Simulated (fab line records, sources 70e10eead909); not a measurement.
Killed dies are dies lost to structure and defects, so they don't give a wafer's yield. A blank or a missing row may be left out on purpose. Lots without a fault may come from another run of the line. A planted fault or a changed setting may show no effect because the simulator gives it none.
Tool commonality check | flow nand_harc | 8 lots, 24 wafers sampled

WHY IT WAS OPENED
At NHARC_END_SORT_01 the reading killed_at_periphery is flagged on 2 of 8 lots. Wafers without a fault read 3.7, standard deviation 2.5.
Rule: a lot is flagged when every wafer of it that has a number lies more than 4 standard deviations from that mean, or none has a number. The other lots count as sound.

lot  | measured     | on        | killed_at_periphery, wafer by wafer | flag
L337 | day 29 19:11 | prober-02 | 657 654 655                         | FLAGGED
L336 | day 29 19:15 | prober-01 | 627 633 642                         | FLAGGED
L341 | day 30 16:14 | prober-01 | 6 7 9                               |
L343 | day 31 18:45 | prober-02 | 0 4 3                               |
L342 | day 31 19:35 | prober-01 | 4 2 5                               |
L344 | day 33 04:25 | prober-01 | 3 5 0                               |
L345 | day 33 05:14 | prober-02 | 3 0 2                               |
L347 | day 34 13:49 | prober-01 | 3 8 7                               |
The numbers of the flagged lots are 644.7 on average: +641.0 against the usual, or +99 or more standard deviations.

WHICH TOOL RAN EACH LOT
The record holds 3 process steps before the reading, out of a route of 1302 steps. In each cell: the tool, then ch and the chambers that the sampled wafers went through, then the start.
lot  | flag    | NHARC_P_M2_DEP_33               | NHARC_P_BONDPAD_ETCH_12            | NHARC_P_BONDPAD_PVD_17
L337 | FLAGGED | pecvd-02 ch 0,1,2, day 12 11:58 | rie_diel-09 ch 2,3, day 12 14:06   | pvd_sputter-02, day 29 19:11 or earlier
L336 | FLAGGED | pecvd-02 ch 0,1, day 11 12:07   | rie_diel-10 ch 0,1,3, day 11 13:58 | pvd_sputter-01, day 29 19:15 or earlier
L341 |         | pecvd-03 ch 0,1,2, day 13 10:58 | rie_diel-10 ch 1,2, day 13 13:00   | pvd_sputter-02, day 30 16:14 or earlier
L343 |         | pecvd-04 ch 0,2, day 14 10:09   | rie_diel-10 ch 1,2,3, day 14 12:08 | pvd_sputter-01, day 31 18:45 or earlier
L342 |         | pecvd-02 ch 0,1,2, day 13 23:55 | rie_diel-09 ch 0,2,3, day 14 01:49 | pvd_sputter-01, day 31 19:35 or earlier
L344 |         | pecvd-04 ch 1,2, day 14 21:52   | rie_diel-10 ch 0,1,2, day 14 23:51 | pvd_sputter-02, day 33 04:25 or earlier
L345 |         | pecvd-04 ch 0,1,2, day 14 21:19 | rie_diel-10 ch 0,3, day 14 23:17   | pvd_sputter-03, day 33 05:14 or earlier
L347 |         | pecvd-03 ch 0,2, day 16 01:17   | rie_diel-09 ch 1,2, day 16 03:13   | pvd_sputter-02, day 34 13:49 or earlier
What these steps do:
- NHARC_P_M2_DEP_33: deposits SiCN, target thk 30 nm.
- NHARC_P_BONDPAD_ETCH_12: etches the open film in CHF3/O2, target depth 200 nm, time 100 s.
- NHARC_P_BONDPAD_PVD_17: deposits TaN, target thk 5 nm, time 8.06 s.
- NHARC_END_SORT_01

FLAGGED OVER TOTAL, TOOL BY TOOL (the gauges that took the reading come last)
step                    | tool           | lots run | flagged | share of the flagged lots | sound lots run after its first flagged lot
NHARC_P_M2_DEP_33       | pecvd-02       | 3        | 2       | all                       | 1 (L342)
NHARC_P_M2_DEP_33       | pecvd-03       | 2        | 0       | none                      | -
NHARC_P_M2_DEP_33       | pecvd-04       | 3        | 0       | none                      | -
NHARC_P_BONDPAD_ETCH_12 | rie_diel-09    | 3        | 1       | some                      | 2 (L342,L347)
NHARC_P_BONDPAD_ETCH_12 | rie_diel-10    | 5        | 1       | some                      | 4 (L341,L343,L345,L344)
NHARC_P_BONDPAD_PVD_17  | pvd_sputter-01 | 3        | 1       | some                      | 2 (L342,L343)
NHARC_P_BONDPAD_PVD_17  | pvd_sputter-02 | 4        | 1       | some                      | 3 (L341,L344,L347)
NHARC_P_BONDPAD_PVD_17  | pvd_sputter-03 | 1        | 0       | none                      | -
NHARC_END_SORT_01       | prober-01      | 5        | 1       | some                      | 4 (L341,L342,L344,L347)
NHARC_END_SORT_01       | prober-02      | 3        | 1       | some                      | 2 (L343,L345)
NHARC_P_BONDPAD_PVD_17 gives no start for some lots, so the hours and the order of its lots are those of NHARC_END_SORT_01.

WHAT THE TABLE ALLOWS
1 row of the table ran every flagged lot: pecvd-02 at NHARC_P_M2_DEP_33.
- pecvd-02 at NHARC_P_M2_DEP_33: 2 of its 3 lots flagged. Sound lots ran on it after the first flagged one (L342), which a lasting fault on the whole tool wouldn't allow.
No row of the table ran every flagged lot and no sound lot after the first.

WHAT THE SIMULATOR HAD PUT IN
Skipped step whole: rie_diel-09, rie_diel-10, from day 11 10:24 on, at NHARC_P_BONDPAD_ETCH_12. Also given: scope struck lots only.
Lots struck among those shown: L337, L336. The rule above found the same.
